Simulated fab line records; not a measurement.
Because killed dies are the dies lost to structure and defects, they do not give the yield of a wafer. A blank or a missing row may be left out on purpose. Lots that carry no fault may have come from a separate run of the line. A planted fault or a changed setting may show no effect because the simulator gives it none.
fab line records :: flow nand_harc
record:
  lots: 5
  wafers: 15
  last_day: 24
route steps=1159 shown P_STI@107 P_GATE@110 END@1159
lots with no fault: from the same line, run without faults
start_h: start of the lot's first displayed wafer, in hours after the record's first day :: wait_h: how many hours have passed since the lot's step before this one :: " the same as in the row above :: L1.1+2: a single row standing in for several wafers :: - no value, or no start was given :: * or withheld: withheld :: < > ~ a bound
route shown NAME@n: NAME is a module with steps in the file, n the number in the route of the first one :: usual: mean/standard deviation of fault-free wafers :: same: alike in all rows :: chamber/n: place in a boat :: sites: per-site readings :: _std_site: standard deviation across them :: _edge_site: the outer-site mean with the inner-site mean subtracted :: radius_mm: how far each site lies from the wafer's centre :: mask NAME#n: copy n :: behind: tool/chamber where the wafer was last shaped :: hold: cause of the lot's hold/its duration in hours/its outcome :: device: names the non-switching transistor (n, p or np) :: end of line: at the end of the route, the tests of the same wafers :: a step without rows: its recipe alone :: killed: count of dies lost to structure and defects at first sort (not the wafer's yield) :: map: shows each die of a wafer: x if killed, . if not, _ if none is there
set.NAME: the setting the step ran with; set.NAME@STEP: the setting that earlier step ran with :: model.NAME: the simulator's own value behind a step, which no gauge read
lots at selected steps of the route; one table per step, one row per wafer
services: a tool's chamber out of use, with start hour (start_h, from the record's first day; less than 0 if before it), hours out, and reason
== steps ==
step: NHARC_P_STI_SRD_39
step: NHARC_P_STI_OXIDE_40
recipe:
  target_thk_a: 100
  temp_c: 900
  ox_time_s: 1362
  material: SiO2
step: NHARC_P_STI_INSPECT_25
usual:
  raw_defect_count: 190/86
lot.wafer: L448.1
tool: defect_inspect-01
chamber: -
start_h: 80.81
wait_h: 0.4
raw_defect_count: 262

lot.wafer: L448.4
tool: defect_inspect-01
chamber: -
start_h: 80.81
wait_h: 0.4
raw_defect_count: 174

lot.wafer: L448.6
tool: defect_inspect-01
chamber: -
start_h: 80.81
wait_h: 0.4
raw_defect_count: 103

lot.wafer: L449.1
tool: defect_inspect-02
chamber: -
start_h: 90.43
wait_h: 0.4
raw_defect_count: 134

lot.wafer: L449.4
tool: defect_inspect-02
chamber: -
start_h: 90.43
wait_h: 0.4
raw_defect_count: 178

lot.wafer: L449.5
tool: defect_inspect-02
chamber: -
start_h: 90.43
wait_h: 0.4
raw_defect_count: 159

lot.wafer: L459.3
tool: defect_inspect-01
chamber: -
start_h: 144.70
wait_h: 0.4
raw_defect_count: 285

lot.wafer: L459.5
tool: defect_inspect-01
chamber: -
start_h: 144.70
wait_h: 0.4
raw_defect_count: 270

lot.wafer: L459.6
tool: defect_inspect-01
chamber: -
start_h: 144.70
wait_h: 0.4
raw_defect_count: 296

lot.wafer: L465.1
tool: defect_inspect-02
chamber: -
start_h: 185.22
wait_h: 0.4
raw_defect_count: 164

lot.wafer: L465.3
tool: defect_inspect-02
chamber: -
start_h: 185.22
wait_h: 0.4
raw_defect_count: 70

lot.wafer: L465.5
tool: defect_inspect-02
chamber: -
start_h: 185.22
wait_h: 0.4
raw_defect_count: 96

lot.wafer: L467.2
tool: defect_inspect-01
chamber: -
start_h: 197.95
wait_h: 0.4
raw_defect_count: 199

lot.wafer: L467.3
tool: defect_inspect-01
chamber: -
start_h: 197.95
wait_h: 0.4
raw_defect_count: 155

lot.wafer: L467.4
tool: defect_inspect-01
chamber: -
start_h: 197.95
wait_h: 0.4
raw_defect_count: 207
step: NHARC_P_GATE_ETCH_69
recipe:
  target_depth_a: 140
  chemistry: dHF
  material: SiO2
step: NHARC_P_GATE_PRECLEAN_70
recipe:
  time_s: *
  temp_c: 50
  bath_age_min: 0
  chemistry: SC1
step: NHARC_P_GATE_SRD_01
step: NHARC_P_GATE_OXIDE_02
recipe:
  target_thk_a: 375
  temp_c: 950
  p_h2o_torr: 720
  ox_time_s: 365
  material: SiO2
step: NHARC_P_GATE_DEHYDRATE_03
recipe:
  temp_c: 150
  time_s: 120
step: NHARC_P_GATE_HMDS_04
recipe:
  time_s: 30
step: NHARC_P_GATE_COAT_05
recipe:
  spin_rpm: 4690
step: NHARC_P_GATE_SOFTBAKE_06
recipe:
  temp_c: 122
  time_s: 95
step: NHARC_P_GATE_EBR_07
step: NHARC_P_GATE_EXPOSE_08
recipe:
  na: 0.6
  dose_mj: 16.75
  mask_id: P_HV
lot.wafer: L448.1+4+6
tool: krf_scanner-04
chamber: 0
start_h: 88.87
wait_h: -
mask: P_HV#0

lot.wafer: L449.1+4+5
tool: krf_scanner-01
chamber: 0
start_h: 98.57
wait_h: -
mask: P_NSD#0

lot.wafer: L459.3+5+6
tool: krf_scanner-04
chamber: 0
start_h: 152.62
wait_h: -
mask: P_HV#0

lot.wafer: L465.1+3+5
tool: krf_scanner-04
chamber: 0
start_h: 194.92
wait_h: -
mask: P_HV#0

lot.wafer: L467.2+3+4
tool: krf_scanner-01
chamber: 0
start_h: 206.08
wait_h: -
mask: P_HV#0
step: NHARC_P_GATE_PEB_09
recipe:
  peb_temp_c: 118
  peb_time_s: 85
step: NHARC_P_GATE_DEVELOP_10
recipe:
  time_s: 70
step: NHARC_P_GATE_CD_MEAS_11
recipe:
  target_cd_nm: 1640
  landing_energy_ev: 500
usual:
  cd_nm: 1640.1/1.3
lot.wafer: L448.1
tool: cd_sem-01
chamber: 0
start_h: 89.03
wait_h: -
cd_nm: 1643.0

lot.wafer: L448.4
tool: cd_sem-01
chamber: 0
start_h: 89.03
wait_h: -
cd_nm: 1639.5

lot.wafer: L448.6
tool: cd_sem-01
chamber: 0
start_h: 89.03
wait_h: -
cd_nm: 1640.4

lot.wafer: L449.1
tool: cd_sem-01
chamber: 0
start_h: 98.73
wait_h: -
cd_nm: -

lot.wafer: L449.4
tool: cd_sem-01
chamber: 0
start_h: 98.73
wait_h: -
cd_nm: -

lot.wafer: L449.5
tool: cd_sem-01
chamber: 0
start_h: 98.73
wait_h: -
cd_nm: -

lot.wafer: L459.3
tool: cd_sem-01
chamber: 0
start_h: 152.77
wait_h: -
cd_nm: 1640.7

lot.wafer: L459.5
tool: cd_sem-01
chamber: 0
start_h: 152.77
wait_h: -
cd_nm: 1640.1

lot.wafer: L459.6
tool: cd_sem-01
chamber: 0
start_h: 152.77
wait_h: -
cd_nm: 1641.1

lot.wafer: L465.1
tool: cd_sem-03
chamber: 0
start_h: 195.07
wait_h: -
cd_nm: 1640.3

lot.wafer: L465.3
tool: cd_sem-03
chamber: 0
start_h: 195.07
wait_h: -
cd_nm: 1640.9

lot.wafer: L465.5
tool: cd_sem-03
chamber: 0
start_h: 195.07
wait_h: -
cd_nm: 1639.3

lot.wafer: L467.2
tool: cd_sem-02
chamber: 0
start_h: 206.23
wait_h: -
cd_nm: 1640.3

lot.wafer: L467.3
tool: cd_sem-02
chamber: 0
start_h: 206.23
wait_h: -
cd_nm: 1641.3

lot.wafer: L467.4
tool: cd_sem-02
chamber: 0
start_h: 206.23
wait_h: -
cd_nm: 1641.3
step: NHARC_P_GATE_HARDBAKE_12
recipe:
  temp_c: 125
  time_s: 80
step: NHARC_END_SORT_01
recipe:
  temp_c: 25
usual:
  killed_at_array: 28/8.9
  killed_at_other: 0.8/1.2
  killed_at_periphery: 3.3/2.3
  killed_dies: 32/9.4
  killed_open: 3.2/1.8
  killed_short: 1.9/1.4
same:
  gross_dies: 677
lot.wafer: L449.1
tool: prober-02
chamber: 0
start_h: 466.97
wait_h: 2.5
killed_at_array: 21
killed_at_other: 0
killed_at_periphery: 656
killed_dies: 677
killed_open: 2
killed_short: 4

lot.wafer: L449.4
tool: prober-02
chamber: 0
start_h: 469.40
wait_h: 3.4
killed_at_array: 19
killed_at_other: 1
killed_at_periphery: 657
killed_dies: 677
killed_open: 1
killed_short: 0

lot.wafer: L449.5
tool: prober-02
chamber: 0
start_h: 470.21
wait_h: 3.7
killed_at_array: 19
killed_at_other: 0
killed_at_periphery: 658
killed_dies: 677
killed_open: 5
killed_short: 3
killed by level:class
L449.1 P_GATE:area_expose=649 A_CHANNEL_HOLE_D1:chamber_film_flake=10 A_ZERO_WELL:chamber_film_flake=5 A_STAIRCASE:chamber_film_flake=3 P_GATE:chamber_film_flake=2 P_GATE:geometric_particle:short=1 P_CONTACT:geometric_particle:short=1 A_CHANNEL_HOLE_D1:geometric_particle:short=1
L449.4 P_GATE:area_expose=655 A_CHANNEL_HOLE_D1:chamber_film_flake=14 P_GATE:chamber_film_flake=2 A_ZERO_WELL:chamber_film_flake=2 A_STAIRCASE:chamber_film_flake=2 A_SGD_CUT:geometric_particle:open=1 THIN_TSV:chamber_film_flake=1
L449.5 P_GATE:area_expose=651 A_CHANNEL_HOLE_D1:chamber_film_flake=11 P_GATE:chamber_film_flake=6 A_CONTACT:geometric_particle:open=5 A_SGD_CUT:geometric_particle:short=1 A_CONTACT:geometric_particle:short=1 A_M0:geometric_particle:short=1 P_M0:chamber_film_flake=1
map L449.1 (x killed, . not)
____________x____________
_________xxxxxxx_________
_______xxxxxxxxxxx_______
______xxxxxxxxxxxxx______
_____xxxxxxxxxxxxxxx_____
____xxxxxxxxxxxxxxxxx____
____xxxxxxxxxxxxxxxxx____
___xxxxxxxxxxxxxxxxxxx___
___xxxxxxxxxxxxxxxxxxx___
__xxxxxxxxxxxxxxxxxxxxx__
__xxxxxxxxxxxxxxxxxxxxx__
_xxxxxxxxxxxxxxxxxxxxxxx_
_xxxxxxxxxxxxxxxxxxxxxxx_
_xxxxxxxxxxxxxxxxxxxxxxx_
_xxxxxxxxxxxxxxxxxxxxxxx_
_xxxxxxxxxxxxxxxxxxxxxxx_
xxxxxxxxxxxxxxxxxxxxxxxxx
xxxxxxxxxxxxxxxxxxxxxxxxx
xxxxxxxxxxxxxxxxxxxxxxxxx
xxxxxxxxxxxxxxxxxxxxxxxxx
xxxxxxxxxxxxxxxxxxxxxxxxx
_xxxxxxxxxxxxxxxxxxxxxxx_
_xxxxxxxxxxxxxxxxxxxxxxx_
_xxxxxxxxxxxxxxxxxxxxxxx_
_xxxxxxxxxxxxxxxxxxxxxxx_
_xxxxxxxxxxxxxxxxxxxxxxx_
__xxxxxxxxxxxxxxxxxxxxx__
__xxxxxxxxxxxxxxxxxxxxx__
___xxxxxxxxxxxxxxxxxxx___
___xxxxxxxxxxxxxxxxxxx___
____xxxxxxxxxxxxxxxxx____
____xxxxxxxxxxxxxxxxx____
_____xxxxxxxxxxxxxxx_____
______xxxxxxxxxxxxx______
_______xxxxxxxxxxx_______
_________xxxxxxx_________
____________x____________
map L467.3 (x killed, . not)
____________.____________
_________......._________
_______..........x_______
______..........x..______
_____.x.x..x........_____
____.................____
____.............x...____
___..............x....___
___...................___
__.....x........x......__
__....................x__
_......................._
_....x.................._
_......................._
_......................._
_......................._
.........................
.....x...................
....x....................
..x..x...................
.......x.................
_x..x..x.........x......_
_.x......x......x......._
_.....x........x.x......_
_......................._
_................x......_
__.....................__
__.....................__
___...................___
___...................___
____.................____
____.................____
_____..x............_____
______.............______
_______..........._______
_________......._________
____________.____________
== services ==
tool: krf_scanner-01
chamber: 0
start_h: 82.05
hours: -
kind: calibration

tool: krf_scanner-01
chamber: -
start_h: 84.00
hours: 4.0
kind: pm

tool: krf_scanner-04
chamber: 0
start_h: 84.12
hours: -
kind: calibration

tool: krf_scanner-01
chamber: -
start_h: 107.98
hours: 0.2
kind: repair

tool: krf_scanner-01
chamber: -
start_h: 108.38
hours: 0.6
kind: repair

tool: krf_scanner-04
chamber: -
start_h: 126.00
hours: 4.0
kind: pm

tool: krf_scanner-01
chamber: -
start_h: 146.37
hours: 0.3
kind: repair

tool: krf_scanner-01
chamber: -
start_h: 181.26
hours: 9.5
kind: repair
== key ==
first_sign:
  step: NHARC_P_GATE_EXPOSE_08
  reading: mask
  direction: changed
effect:
  step: NHARC_P_GATE_CD_MEAS_11
  reading: cd_nm
  direction: missing
effect:
  step: NHARC_END_SORT_01
  reading: killed_at_periphery
  direction: up
  sigmas: 99+
  usual: 3.3
  struck: 657
more_kills_born_at:
  NHARC_P_GATE_EXPOSE_08@krf_scanner-01: 1955
met_at NHARC_P_GATE_EXPOSE_08
struck_wafers L449.1,L449.4,L449.5
later_rows_left_out L449.1,L449.4,L449.5
tester_left_out L449
fault:
  kind: wrong_mask
  tool: any
  chamber: -
  onset_h: 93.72
  steps: NHARC_P_GATE_EXPOSE_08
  aux_copy: P_NSD#0
  scope: struck_lots_only
tester_left_out: of these lots the tester's yield and bins aren't shown, on N5 and GAA mostly nor the transistor test; their killed dies are dies lost to structure and defects alone, not to doping, threshold or leakage, so they don't give the yield
later_rows_left_out: the simulator's readings of these wafers behind a module that went badly wrong aren't trusted and aren't shown, but for the sort
